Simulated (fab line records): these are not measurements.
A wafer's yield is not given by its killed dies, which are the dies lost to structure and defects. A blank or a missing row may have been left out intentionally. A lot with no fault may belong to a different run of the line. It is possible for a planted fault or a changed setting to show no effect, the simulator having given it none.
Struck lot and sound lot, side by side / flow n5-finfet / 30 out of 1938 route steps
Sound: wafers L857.1, L857.2, L857.5. Struck: wafer L862.6 (left out: L862.1, L862.5 of the same lot, which were not struck); the cause appears at the end.
For every step that has rows: the tool of each side, followed by ch and its chambers, followed by its first start. Under that, the readings that differ: sound wafers / struck wafers / difference of the means / sigmas: that difference in standard deviations of wafers without a fault.
alike: words and numbers the same on both sides, and readings whose means are apart by under 2 such deviations; not compared: readings that were withheld, readings missing a value for some wafer, numbers with overlapping values and no deviation given by the record, and bounds like >300 which may hide the same value.
Wherever a step has rows on one side only, a row that says differs or no value, or a row with sigmas, the two part there. Non-overlapping numbers with no deviation appear without sigmas and do not part them. A reading missing from all wafers of one side parts the sides only when that side holds two or more wafers.

N5_ZERO_LAYER_PRECLEAN_00: cleans in SPM, time 600 s.
  sound on wet-bench-01 ch 1,3,7, day 1 12:04; struck on wet-bench-01 ch 0,4,5, day 2 18:04
then, 15 steps without rows for these wafers: N5_ZERO_LAYER_SRD_01 (time 30 s, dry time 30 s); N5_ZERO_LAYER_PECVD_02 (deposits SiO2 from SiH4/N2O, target thk 10 nm, time 6 s); N5_ZERO_LAYER_HMDS_04 (time 60 s); N5_ZERO_LAYER_COAT_05 (resist thk 1000 nm); N5_ZERO_LAYER_EBR_07; N5_ZERO_LAYER_SOFTBAKE_06 (time 90 s); N5_ZERO_LAYER_EXPOSE_08 (exposes mask ZERO, defocus 0 nm, target cd 2000 nm); N5_ZERO_LAYER_PEB_09; N5_ZERO_LAYER_DEVELOP_10 (develop time 60 s); N5_ZERO_LAYER_HARDBAKE_23 (time 120 s); N5_ZERO_LAYER_DESCUM_16 (chemistry O2, time 7.9 s); N5_ZERO_LAYER_ETCH_17 (etches SiO2 in CF4, target depth 12 nm, time 13.3 s); N5_ZERO_LAYER_ETCH_18 (etches Si in HBr/Cl2, target depth 120 nm, time 40 s); N5_ZERO_LAYER_STRIP_24 (strips in O2); N5_ZERO_LAYER_STRIP_19 (strips in SPM, time 900 s).
N5_ZERO_LAYER_INSPECT_20: inspects for defects (darkfield).
  struck on defect-inspect-02, day 2 19:18; sound on defect-inspect-02, day 1 13:23
reading=raw-defect-count; sound=27 35 21; struck=310; difference=+282; sigmas=+18
then, 8 steps without rows for these wafers: N5_WELL_APT_HMDS_01 (time 60 s); N5_WELL_APT_COAT_02 (resist thk 950 nm); N5_WELL_APT_EBR_04; N5_WELL_APT_SOFTBAKE_03 (time 60 s); N5_WELL_APT_EXPOSE_05 (exposes mask NWELL, defocus 0 nm, target cd 200 nm); N5_WELL_APT_PEB_06 (peb time 90 s); N5_WELL_APT_DEVELOP_07 (develop time 45 s); N5_WELL_APT_HARDBAKE_12 (time 120 s).
N5_WELL_APT_INSPECT_10: inspects for defects (macro).
  struck on defect-inspect-01, day 2 19:39; sound on defect-inspect-01, day 1 13:45
reading=raw-defect-count; sound=0 2 5; struck=258; difference=+256; sigmas=+99 or more
then, 1 step without rows for these wafers: N5_WELL_APT_DESCUM_13 (chemistry O2, time 7.9 s).
N5_WELL_APT_INSPECT_38: inspects for defects (darkfield).
  struck on defect-inspect-01, day 2 22:41; sound on defect-inspect-02, day 1 16:38
reading=raw-defect-count; sound=14 11 13; struck=276; difference=+263; sigmas=+49
-- a jump in the record: the struck wafers' starts before and after are 9 days apart (it breaks off in module WELL_APT and resumes in module BEOL_M4, where the first step shown is number 1111 of the route) --
N5_BEOL_M4_RC_MEAS_101:
  sound on prober-01 ch 0, day 10 14:47; struck on prober-02 ch 0, day 12 08:58
  alike: DIBL_N, DIBL_P, IOFF_N, IOFF_P, ION_N, ION_P, SS_N, SS_P, VT_N, VT_P
-- the record jumps here: 5 days lie between the struck wafers' starts before and after (it left off in module BEOL_M4 and takes up again in module PASSIVATION, whose first step shown is number 1936 of the route) --
N5_PASSIVATION_PROBE_49:
  struck on prober-01, day 17 03:48; sound on prober-01, day 15 01:04
reading=defect-limited-yield (%); sound=92.9 90.7 92.7; struck=88.1; difference=-4.0; sigmas=-3
reading=killed-at-front-end; sound=26 32 33; struck=92; difference=+62; sigmas=+6
reading=killed-dies; sound=84 110 86; struck=140; difference=+47; sigmas=+3
reading=killed-on-rim; sound=14 12 10; struck=25; difference=+13; sigmas=+3
reading=sort_bin_5_function (%); sound=3.5 5.2 4.6; struck=7.6; difference=+3.2; sigmas=+3
reading=sort-n-pass; sound=1096 1070 1094; struck=1040; difference=-47; sigmas=-2
reading=sort-yield-pct (%); sound=92.9 90.7 92.7; struck=88.1; difference=-4.0; sigmas=-3
  alike: killed_at_M0_to_M3, killed_at_M4_up, killed-at-contacts, killed-at-other, killed-open, killed-short, sort_bin_6_memory, sort_bin_8_speed

WHERE THEY PART
Last at N5_PASSIVATION_PROBE_49 as far as this record goes, first at N5_ZERO_LAYER_INSPECT_20.

WHY: the cause the simulator had injected
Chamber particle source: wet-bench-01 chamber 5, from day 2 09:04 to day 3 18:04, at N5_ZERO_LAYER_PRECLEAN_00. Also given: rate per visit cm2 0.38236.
